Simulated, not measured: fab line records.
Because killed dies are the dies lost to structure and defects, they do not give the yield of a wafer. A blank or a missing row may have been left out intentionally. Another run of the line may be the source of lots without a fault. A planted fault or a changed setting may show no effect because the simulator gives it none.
What tool caused it? / flow n5_finfet / 24 lots, 72 wafers sampled, at 5 steps of a route of 1938

== WHAT THE GAUGES SHOWED, per wafer ==
N5_BEOL_M4_THK_MEAS_01.
lot=L074; measured=day 7 11:18; on=film_metro-01; M4_ILD_THK (nm)=78.9 80.3 79.4
lot=L076; measured=day 8 04:26; on=film_metro-01; M4_ILD_THK (nm)=78.2 79.0 79.8
lot=L075; measured=day 8 06:13; on=film_metro-01; M4_ILD_THK (nm)=79.4 78.2 79.1
lot=L077; measured=day 8 13:49; on=film_metro-01; M4_ILD_THK (nm)=76.9 80.2 78.2
lot=L078; measured=day 9 04:47; on=film_metro-02; M4_ILD_THK (nm)=77.9 79.5 78.4
lot=L079; measured=day 9 12:01; on=film_metro-01; M4_ILD_THK (nm)=78.4 80.5 79.2
lot=L080; measured=day 9 12:26; on=film_metro-01; M4_ILD_THK (nm)=77.8 79.5 80.2
lot=L081; measured=day 10 03:13; on=film_metro-01; M4_ILD_THK (nm)=76.6 78.1 78.1
lot=L083; measured=day 10 07:31; on=film_metro-02; M4_ILD_THK (nm)=76.3 78.7 78.5
lot=L084; measured=day 10 11:56; on=film_metro-02; M4_ILD_THK (nm)=79.0 80.2 79.6
lot=L082; measured=day 10 16:59; on=film_metro-01; M4_ILD_THK (nm)=77.7 77.7 78.1
lot=L085; measured=day 10 15:41; on=film_metro-02; M4_ILD_THK (nm)=78.1 79.0 79.5
lot=L086; measured=day 11 00:31; on=film_metro-02; M4_ILD_THK (nm)=79.3 79.7 79.1
lot=L087; measured=day 11 00:57; on=film_metro-02; M4_ILD_THK (nm)=78.1 80.1 80.0
lot=L088; measured=day 11 01:38; on=film_metro-01; M4_ILD_THK (nm)=76.7 77.5 77.5
lot=L090; measured=day 12 01:37; on=film_metro-01; M4_ILD_THK (nm)=77.9 78.9 80.5
lot=L089; measured=day 12 02:56; on=film_metro-02; M4_ILD_THK (nm)=77.9 77.8 79.7
lot=L091; measured=day 12 03:04; on=film_metro-01; M4_ILD_THK (nm)=78.8 79.4 78.5
lot=L093; measured=day 12 05:35; on=film_metro-02; M4_ILD_THK (nm)=78.7 79.7 79.4
lot=L092; measured=day 12 07:41; on=film_metro-01; M4_ILD_THK (nm)=76.6 76.8 78.1
lot=L094; measured=day 12 17:39; on=film_metro-02; M4_ILD_THK (nm)=78.2 79.0 77.6
lot=L096; measured=day 12 22:24; on=film_metro-02; M4_ILD_THK (nm)=79.1 78.3 80.4
lot=L095; measured=day 12 22:35; on=film_metro-01; M4_ILD_THK (nm)=79.3 78.6 78.8
lot=L097; measured=day 14 02:53; on=film_metro-01; M4_ILD_THK (nm)=78.0 78.5 79.4

== EACH LOT AND THE TOOL THAT RAN IT (in order: tool; ch and the chambers of the sampled wafers; start) ==
lot=L074; N5_BEOL_M3_SURFACE_TREAT_85=pvd_sputter-03, day 7 08:02; N5_BEOL_M3_ANNEAL_80=pvd_sputter-01, day 7 08:37; N5_BEOL_M3_ANNEAL_82=pvd_sputter-01, day 7 08:50; N5_BEOL_M3_ANNEAL_87=pvd_sputter-01, day 7 09:04
lot=L076; N5_BEOL_M3_SURFACE_TREAT_85=pvd_sputter-02, day 7 23:52; N5_BEOL_M3_ANNEAL_80=pvd_sputter-03, day 8 01:32; N5_BEOL_M3_ANNEAL_82=pvd_sputter-03, day 8 01:45; N5_BEOL_M3_ANNEAL_87=pvd_sputter-03, day 8 01:58
lot=L075; N5_BEOL_M3_SURFACE_TREAT_85=pvd_sputter-02, day 8 02:34; N5_BEOL_M3_ANNEAL_80=pvd_sputter-03, day 8 03:22; N5_BEOL_M3_ANNEAL_82=pvd_sputter-03, day 8 03:35; N5_BEOL_M3_ANNEAL_87=pvd_sputter-03, day 8 03:49
lot=L077; N5_BEOL_M3_SURFACE_TREAT_85=pvd_sputter-03, day 8 10:31; N5_BEOL_M3_ANNEAL_80=pvd_sputter-03, day 8 11:08; N5_BEOL_M3_ANNEAL_82=pvd_sputter-03, day 8 11:21; N5_BEOL_M3_ANNEAL_87=pvd_sputter-03, day 8 11:34
lot=L078; N5_BEOL_M3_SURFACE_TREAT_85=pvd_sputter-02, day 9 01:35; N5_BEOL_M3_ANNEAL_80=pvd_sputter-02, day 9 02:07; N5_BEOL_M3_ANNEAL_82=pvd_sputter-02, day 9 02:20; N5_BEOL_M3_ANNEAL_87=pvd_sputter-02, day 9 02:34
lot=L079; N5_BEOL_M3_SURFACE_TREAT_85=pvd_sputter-02, day 9 08:42; N5_BEOL_M3_ANNEAL_80=pvd_sputter-02, day 9 09:22; N5_BEOL_M3_ANNEAL_82=pvd_sputter-02, day 9 09:35; N5_BEOL_M3_ANNEAL_87=pvd_sputter-02, day 9 09:48
lot=L080; N5_BEOL_M3_SURFACE_TREAT_85=pvd_sputter-01, day 9 09:16; N5_BEOL_M3_ANNEAL_80=pvd_sputter-01, day 9 09:47; N5_BEOL_M3_ANNEAL_82=pvd_sputter-01, day 9 10:00; N5_BEOL_M3_ANNEAL_87=pvd_sputter-01, day 9 10:13
lot=L081; N5_BEOL_M3_SURFACE_TREAT_85=pvd_sputter-03, day 9 23:58; N5_BEOL_M3_ANNEAL_80=pvd_sputter-03, day 10 00:32; N5_BEOL_M3_ANNEAL_82=pvd_sputter-03, day 10 00:46; N5_BEOL_M3_ANNEAL_87=pvd_sputter-03, day 10 00:59
lot=L083; N5_BEOL_M3_SURFACE_TREAT_85=pvd_sputter-02, day 10 04:21; N5_BEOL_M3_ANNEAL_80=pvd_sputter-02, day 10 04:52; N5_BEOL_M3_ANNEAL_82=pvd_sputter-02, day 10 05:05; N5_BEOL_M3_ANNEAL_87=pvd_sputter-02, day 10 05:19
lot=L084; N5_BEOL_M3_SURFACE_TREAT_85=pvd_sputter-03, day 10 07:40; N5_BEOL_M3_ANNEAL_80=pvd_sputter-01, day 10 09:07; N5_BEOL_M3_ANNEAL_82=pvd_sputter-01, day 10 09:22; N5_BEOL_M3_ANNEAL_87=pvd_sputter-01, day 10 09:36
lot=L082; N5_BEOL_M3_SURFACE_TREAT_85=pvd_sputter-03, day 10 12:26; N5_BEOL_M3_ANNEAL_80=pvd_sputter-01, day 10 14:05; N5_BEOL_M3_ANNEAL_82=pvd_sputter-01, day 10 14:19; N5_BEOL_M3_ANNEAL_87=pvd_sputter-01, day 10 14:32
lot=L085; N5_BEOL_M3_SURFACE_TREAT_85=pvd_sputter-03, day 10 12:28; N5_BEOL_M3_ANNEAL_80=pvd_sputter-02, day 10 13:00; N5_BEOL_M3_ANNEAL_82=pvd_sputter-02, day 10 13:13; N5_BEOL_M3_ANNEAL_87=pvd_sputter-02, day 10 13:26
lot=L086; N5_BEOL_M3_SURFACE_TREAT_85=pvd_sputter-01, day 10 19:15; N5_BEOL_M3_ANNEAL_80=pvd_sputter-02, day 10 21:23; N5_BEOL_M3_ANNEAL_82=pvd_sputter-02, day 10 21:36; N5_BEOL_M3_ANNEAL_87=pvd_sputter-02, day 10 21:49
lot=L087; N5_BEOL_M3_SURFACE_TREAT_85=pvd_sputter-01, day 10 21:43; N5_BEOL_M3_ANNEAL_80=pvd_sputter-01, day 10 22:16; N5_BEOL_M3_ANNEAL_82=pvd_sputter-01, day 10 22:29; N5_BEOL_M3_ANNEAL_87=pvd_sputter-01, day 10 22:42
lot=L088; N5_BEOL_M3_SURFACE_TREAT_85=pvd_sputter-01, day 10 21:50; N5_BEOL_M3_ANNEAL_80=pvd_sputter-03, day 10 22:39; N5_BEOL_M3_ANNEAL_82=pvd_sputter-03, day 10 22:52; N5_BEOL_M3_ANNEAL_87=pvd_sputter-03, day 10 23:05
lot=L090; N5_BEOL_M3_SURFACE_TREAT_85=pvd_sputter-01, day 11 21:57; N5_BEOL_M3_ANNEAL_80=pvd_sputter-01, day 11 22:56; N5_BEOL_M3_ANNEAL_82=pvd_sputter-01, day 11 23:09; N5_BEOL_M3_ANNEAL_87=pvd_sputter-01, day 11 23:22
lot=L089; N5_BEOL_M3_SURFACE_TREAT_85=pvd_sputter-01, day 11 22:07; N5_BEOL_M3_ANNEAL_80=pvd_sputter-03, day 12 00:07; N5_BEOL_M3_ANNEAL_82=pvd_sputter-03, day 12 00:20; N5_BEOL_M3_ANNEAL_87=pvd_sputter-03, day 12 00:34
lot=L091; N5_BEOL_M3_SURFACE_TREAT_85=pvd_sputter-01, day 11 22:35; N5_BEOL_M3_ANNEAL_80=pvd_sputter-02, day 12 00:13; N5_BEOL_M3_ANNEAL_82=pvd_sputter-02, day 12 00:26; N5_BEOL_M3_ANNEAL_87=pvd_sputter-02, day 12 00:39
lot=L093; N5_BEOL_M3_SURFACE_TREAT_85=pvd_sputter-01, day 12 02:15; N5_BEOL_M3_ANNEAL_80=pvd_sputter-03, day 12 02:54; N5_BEOL_M3_ANNEAL_82=pvd_sputter-03, day 12 03:07; N5_BEOL_M3_ANNEAL_87=pvd_sputter-03, day 12 03:20
lot=L092; N5_BEOL_M3_SURFACE_TREAT_85=pvd_sputter-03, day 12 04:26; N5_BEOL_M3_ANNEAL_80=pvd_sputter-03, day 12 05:02; N5_BEOL_M3_ANNEAL_82=pvd_sputter-03, day 12 05:16; N5_BEOL_M3_ANNEAL_87=pvd_sputter-03, day 12 05:29
lot=L094; N5_BEOL_M3_SURFACE_TREAT_85=pvd_sputter-02, day 12 14:18; N5_BEOL_M3_ANNEAL_80=pvd_sputter-03, day 12 14:55; N5_BEOL_M3_ANNEAL_82=pvd_sputter-03, day 12 15:08; N5_BEOL_M3_ANNEAL_87=pvd_sputter-03, day 12 15:22
lot=L096; N5_BEOL_M3_SURFACE_TREAT_85=pvd_sputter-02, day 12 19:06; N5_BEOL_M3_ANNEAL_80=pvd_sputter-03, day 12 19:41; N5_BEOL_M3_ANNEAL_82=pvd_sputter-03, day 12 19:55; N5_BEOL_M3_ANNEAL_87=pvd_sputter-03, day 12 20:08
lot=L095; N5_BEOL_M3_SURFACE_TREAT_85=pvd_sputter-01, day 12 19:12; N5_BEOL_M3_ANNEAL_80=pvd_sputter-02, day 12 19:49; N5_BEOL_M3_ANNEAL_82=pvd_sputter-02, day 12 20:02; N5_BEOL_M3_ANNEAL_87=pvd_sputter-02, day 12 20:16
lot=L097; N5_BEOL_M3_SURFACE_TREAT_85=pvd_sputter-02, day 13 23:39; N5_BEOL_M3_ANNEAL_80=pvd_sputter-02, day 14 00:15; N5_BEOL_M3_ANNEAL_82=pvd_sputter-02, day 14 00:28; N5_BEOL_M3_ANNEAL_87=pvd_sputter-02, day 14 00:41
- N5_BEOL_M3_SURFACE_TREAT_85
- N5_BEOL_M3_ANNEAL_80: time 240 s.
- N5_BEOL_M3_ANNEAL_82: time 240 s.
- N5_BEOL_M3_ANNEAL_87: time 240 s.

== AS READ BY THE TOOLS THEMSELVES (means over the sampled wafers that have a number; for cases with no such wafer, the mark the record gives instead) ==
N5_BEOL_M3_ANNEAL_80.
lot=L074; tool=pvd_sputter-01; heater_power_w (W)=846
lot=L076; tool=pvd_sputter-03; heater_power_w (W)=894
lot=L075; tool=pvd_sputter-03; heater_power_w (W)=815
lot=L077; tool=pvd_sputter-03; heater_power_w (W)=817
lot=L078; tool=pvd_sputter-02; heater_power_w (W)=834
lot=L079; tool=pvd_sputter-02; heater_power_w (W)=852
lot=L080; tool=pvd_sputter-01; heater_power_w (W)=770
lot=L081; tool=pvd_sputter-03; heater_power_w (W)=820
lot=L083; tool=pvd_sputter-02; heater_power_w (W)=799
lot=L084; tool=pvd_sputter-01; heater_power_w (W)=767
lot=L082; tool=pvd_sputter-01; heater_power_w (W)=862
lot=L085; tool=pvd_sputter-02; heater_power_w (W)=795
lot=L086; tool=pvd_sputter-02; heater_power_w (W)=827
lot=L087; tool=pvd_sputter-01; heater_power_w (W)=905
lot=L088; tool=pvd_sputter-03; heater_power_w (W)=776
lot=L090; tool=pvd_sputter-01; heater_power_w (W)=838
lot=L089; tool=pvd_sputter-03; heater_power_w (W)=755
lot=L091; tool=pvd_sputter-02; heater_power_w (W)=759
lot=L093; tool=pvd_sputter-03; heater_power_w (W)=732
lot=L092; tool=pvd_sputter-03; heater_power_w (W)=769
lot=L094; tool=pvd_sputter-03; heater_power_w (W)=814
lot=L096; tool=pvd_sputter-03; heater_power_w (W)=791
lot=L095; tool=pvd_sputter-02; heater_power_w (W)=841
lot=L097; tool=pvd_sputter-02; heater_power_w (W)=802

N5_BEOL_M3_ANNEAL_82.
lot=L074; tool=pvd_sputter-01; heater_power_w (W)=840
lot=L076; tool=pvd_sputter-03; heater_power_w (W)=900
lot=L075; tool=pvd_sputter-03; heater_power_w (W)=835
lot=L077; tool=pvd_sputter-03; heater_power_w (W)=806
lot=L078; tool=pvd_sputter-02; heater_power_w (W)=835
lot=L079; tool=pvd_sputter-02; heater_power_w (W)=852
lot=L080; tool=pvd_sputter-01; heater_power_w (W)=776
lot=L081; tool=pvd_sputter-03; heater_power_w (W)=821
lot=L083; tool=pvd_sputter-02; heater_power_w (W)=807
lot=L084; tool=pvd_sputter-01; heater_power_w (W)=762
lot=L082; tool=pvd_sputter-01; heater_power_w (W)=864
lot=L085; tool=pvd_sputter-02; heater_power_w (W)=791
lot=L086; tool=pvd_sputter-02; heater_power_w (W)=824
lot=L087; tool=pvd_sputter-01; heater_power_w (W)=899
lot=L088; tool=pvd_sputter-03; heater_power_w (W)=788
lot=L090; tool=pvd_sputter-01; heater_power_w (W)=824
lot=L089; tool=pvd_sputter-03; heater_power_w (W)=750
lot=L091; tool=pvd_sputter-02; heater_power_w (W)=764
lot=L093; tool=pvd_sputter-03; heater_power_w (W)=712
lot=L092; tool=pvd_sputter-03; heater_power_w (W)=766
lot=L094; tool=pvd_sputter-03; heater_power_w (W)=817
lot=L096; tool=pvd_sputter-03; heater_power_w (W)=786
lot=L095; tool=pvd_sputter-02; heater_power_w (W)=821
lot=L097; tool=pvd_sputter-02; heater_power_w (W)=792

N5_BEOL_M3_ANNEAL_87.
lot=L074; tool=pvd_sputter-01; heater_power_w (W)=845
lot=L076; tool=pvd_sputter-03; heater_power_w (W)=897
lot=L075; tool=pvd_sputter-03; heater_power_w (W)=822
lot=L077; tool=pvd_sputter-03; heater_power_w (W)=815
lot=L078; tool=pvd_sputter-02; heater_power_w (W)=841
lot=L079; tool=pvd_sputter-02; heater_power_w (W)=845
lot=L080; tool=pvd_sputter-01; heater_power_w (W)=775
lot=L081; tool=pvd_sputter-03; heater_power_w (W)=825
lot=L083; tool=pvd_sputter-02; heater_power_w (W)=806
lot=L084; tool=pvd_sputter-01; heater_power_w (W)=760
lot=L082; tool=pvd_sputter-01; heater_power_w (W)=856
lot=L085; tool=pvd_sputter-02; heater_power_w (W)=769
lot=L086; tool=pvd_sputter-02; heater_power_w (W)=815
lot=L087; tool=pvd_sputter-01; heater_power_w (W)=909
lot=L088; tool=pvd_sputter-03; heater_power_w (W)=774
lot=L090; tool=pvd_sputter-01; heater_power_w (W)=831
lot=L089; tool=pvd_sputter-03; heater_power_w (W)=750
lot=L091; tool=pvd_sputter-02; heater_power_w (W)=762
lot=L093; tool=pvd_sputter-03; heater_power_w (W)=721
lot=L092; tool=pvd_sputter-03; heater_power_w (W)=773
lot=L094; tool=pvd_sputter-03; heater_power_w (W)=810
lot=L096; tool=pvd_sputter-03; heater_power_w (W)=783
lot=L095; tool=pvd_sputter-02; heater_power_w (W)=833
lot=L097; tool=pvd_sputter-02; heater_power_w (W)=802

== THE ANSWER, worked out from the rows above alone ==
Rule: usual is defined by the lots themselves. Put in order of their means at a reading, lots are off if they are a third of the lots or fewer, leave a main group of 4 or more, and stand apart from it by a gap of 3 or more times the standard deviation of the main group's means; of several such gaps the widest counts. If all means in a main group match to the digits the tables above print for the reading, that group is not used. Also off: a lot with no number at a reading for which 4 or more lots have one. The other lots that the step has rows for count as sound. First the gauges in route order, then the tools' own readings, where a lot's mean is used as printed above. At the first step where some lot is off, the reading lying furthest off is the one used; lots without a number count as furthest.
No lot is off on any of the readings shown, so nothing can be concluded from this.

== WHAT THE SIMULATOR HAD INSERTED ==
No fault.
